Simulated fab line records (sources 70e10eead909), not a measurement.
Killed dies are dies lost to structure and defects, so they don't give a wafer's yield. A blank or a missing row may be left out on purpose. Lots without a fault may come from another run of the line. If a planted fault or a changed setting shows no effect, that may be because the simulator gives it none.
Chamber matching	flow nand harc	NHARC_P_ZERO_WELL_ETCH_65 on rie diel-08: 4 sister chambers
The step etches the open film in N2/H2, target depth 80 nm, overetch 24 nm, time 87.88 s. 4 wafers are shown with their chamber, then 8 later ones without.

## WAFERS PAIRED WITH THEIR CHAMBERS
wafer	chamber	drypump motor current A (A)
L086.1	2	6.1
L086.4	3	5.4
L086.5	1	6.2
L087.1	0	5.7

## WAFERS MISSING THEIR CHAMBER
wafer	drypump motor current A (A)
L087.2	6.3
L087.6	5.6
L090.2	5.4
L090.4	6.1
L090.5	5.6
L090.1	5.6
L090.3	6.1
L090.6	5.4

## THE CHAMBER EACH PASSED THROUGH
wafer	from the rows above	in truth
L087.2	can't be placed: 1 or 2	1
L087.6	can't be placed: 0 or 3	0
L090.2	3	3
L090.4	can't be placed: 2 or 1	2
L090.5	can't be placed: 0 or 3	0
L090.1	can't be placed: 0 or 3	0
L090.3	can't be placed: 2 or 1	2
L090.6	3	3
Correctly placed: 2 of 8. Not placeable from these rows: 6 (in 6, the candidates include the true chamber). Placed wrongly: 0.
How it was worked out, from the rows above alone: a wafer's distance from a chamber is the root of the sum, over the readings, of the square of ((its reading less the chamber's mean) divided by the reading's scatter). If the next closest chamber is less than 2 further off than the closest, the wafer can't be placed; otherwise it belongs to the closest. For every chamber, the mean is computed from those of its wafers that are shown. The scatter: with one shown wafer a chamber, the root of the mean of the squares of how far each hidden wafer lies from its nearest shown one.
